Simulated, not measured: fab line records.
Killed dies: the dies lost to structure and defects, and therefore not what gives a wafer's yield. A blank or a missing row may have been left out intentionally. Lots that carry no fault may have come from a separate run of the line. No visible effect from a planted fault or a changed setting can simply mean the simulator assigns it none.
Struck lot and sound lot, side by side ; flow n5 finfet ; 36 out of 1938 route steps
Sound: the wafers L709.1, L709.2, L709.6. Struck: wafer L720.1. (L720.2, L720.6 of the same lot were not struck and are left out.) The cause comes at the end.
Per side, at each step with rows, come the tool, then ch with its chambers, and then its first start. Under that, the readings that differ: sound wafers ; struck wafers ; difference of the means ; sigmas: that difference in standard deviations of wafers without a fault.
alike: words and numbers the same on both sides, and readings whose means are apart by under 2 such deviations; not compared: readings that were withheld, readings missing a value for some wafer, numbers with overlapping values and no deviation given by the record, and bounds like >300 which may hide the same value.
A row with sigmas, a row that says differs or no value, or rows on one side alone: a step with any of these is where the two part. Numbers that don't overlap but have no deviation are shown without sigmas and don't part them. A reading that every wafer of one side lacks parts them only if that side has two wafers or more.

first, 8 steps without rows for these wafers: N5_BEOL_M15_SPUTTER_43 (material TaN, target thk 15 nm, time 24.19 s); N5_BEOL_M15_SPUTTER_44 (material Ta, target thk 15 nm, time 24.19 s); N5_BEOL_M15_SPUTTER_45 (material Cu, target thk 100 nm, time 16.67 s); N5_BEOL_M15_ECD_47 (material Cu, target thk 1860 nm); N5_BEOL_M15_ANNEAL_48 (time 90 s); N5_BEOL_M15_CMP_49 (polishes, stops on SiO2, t overpolish 4.9 s, target thk 850 nm); N5_BEOL_M15_PRE_CLEAN_52 (time 15 s); N5_BEOL_M15_DEP_53 (deposits SiCN from 3MS/NH3, target thk 50 nm, time 17.8 s).
N5_PASSIVATION_PECVD_00: deposits SiO2 from SiH4/N2O, target thk 200 nm, time 11.2 s.
  sound on pecvd-03 ch 0,2, day 13 14:23; struck on pecvd-03 ch 2, day 16 08:13
reading;sound;struck;difference;sigmas
model.SiO2_of_PASSIVATION_PECVD_00.thk nm (nm);202 201.4 204.6;301.6;+98.9;
  alike: heater power w, showerhead plenum p Torr, throttle valve pct
then, 26 steps without rows for these wafers: N5_MIM_BOT_DEGAS_01 (time 60 s); N5_MIM_BOT_SPUTTER_00 (material TiN, target thk 35 nm, time 89.7 s); N5_MIM_TOP_ALD_00 (deposits Al2O3, purge time 3 s, co reactant pulse time 3 s); N5_MIM_TOP_ALD_01 (deposits HfO2, target thk 5.6 nm, pulse time 1 s, purge time 3 s); N5_MIM_TOP_ALD_02 (deposits Al2O3, purge time 3 s, co reactant pulse time 3 s); N5_MIM_TOP_DEGAS_04 (time 60 s); N5_MIM_TOP_SPUTTER_03 (material TiN, target thk 35 nm, time 89.7 s); N5_MIM_TOP_LITHO_HMDS_01 (time 60 s); N5_MIM_TOP_LITHO_COAT_02; N5_MIM_TOP_LITHO_EBR_04; N5_MIM_TOP_LITHO_SOFTBAKE_03 (time 90 s); N5_MIM_TOP_LITHO_EXPOSE_05 (exposes mask MIM TOP, target cd 2000 nm); N5_MIM_TOP_LITHO_PEB_06; N5_MIM_TOP_LITHO_DEVELOP_07 (develop time 60 s); N5_MIM_TOP_LITHO_HARDBAKE_09 (time 120 s); N5_MIM_TOP_LITHO_DESCUM_10 (chemistry O2, time 7.9 s); N5_MIM_TOP_ETCH_ETCH_00 (etches TiN in Cl2/BCl3, target depth 38.5 nm); N5_MIM_TOP_ETCH_STRIP_01 (strips in O2); N5_MIM_TOP_ETCH_PECVD_03 (deposits SiNx from SiH4/NH3/N2, target thk 20 nm, time 17.6 s); N5_MIM_BOT_LITHO_HMDS_01 (time 60 s); N5_MIM_BOT_LITHO_COAT_02; N5_MIM_BOT_LITHO_EBR_04; N5_MIM_BOT_LITHO_SOFTBAKE_03 (time 90 s); N5_MIM_BOT_LITHO_EXPOSE_05 (exposes mask MIM BOT); N5_MIM_BOT_LITHO_PEB_06; N5_MIM_BOT_LITHO_DEVELOP_07 (develop time 60 s).
N5_MIM_BOT_ETCH_ETCH_00: etches TiN in Cl2/BCl3, target depth 45.5 nm.
  sound on rie metal-03 ch 0, day 13 19:44; struck on rie metal-03 ch 1, day 16 13:05
reading;sound;struck;difference;sigmas
drypump motor current A (A);4.6 4.6 4.6;5.9;+1.3;+2
throttle valve pct (%);22.10 22.10 22.09;21.62;-0.48;-3
model.SiO2_of_PASSIVATION_PECVD_00.thk nm (nm);199.6 198.8 202;299;+99;
  alike: bias w, oes product au
  not compared: rf hours counter h

WHERE THEY PART
Within this record, at N5_MIM_BOT_ETCH_ETCH_00 only.

WHY: what the simulator had put in
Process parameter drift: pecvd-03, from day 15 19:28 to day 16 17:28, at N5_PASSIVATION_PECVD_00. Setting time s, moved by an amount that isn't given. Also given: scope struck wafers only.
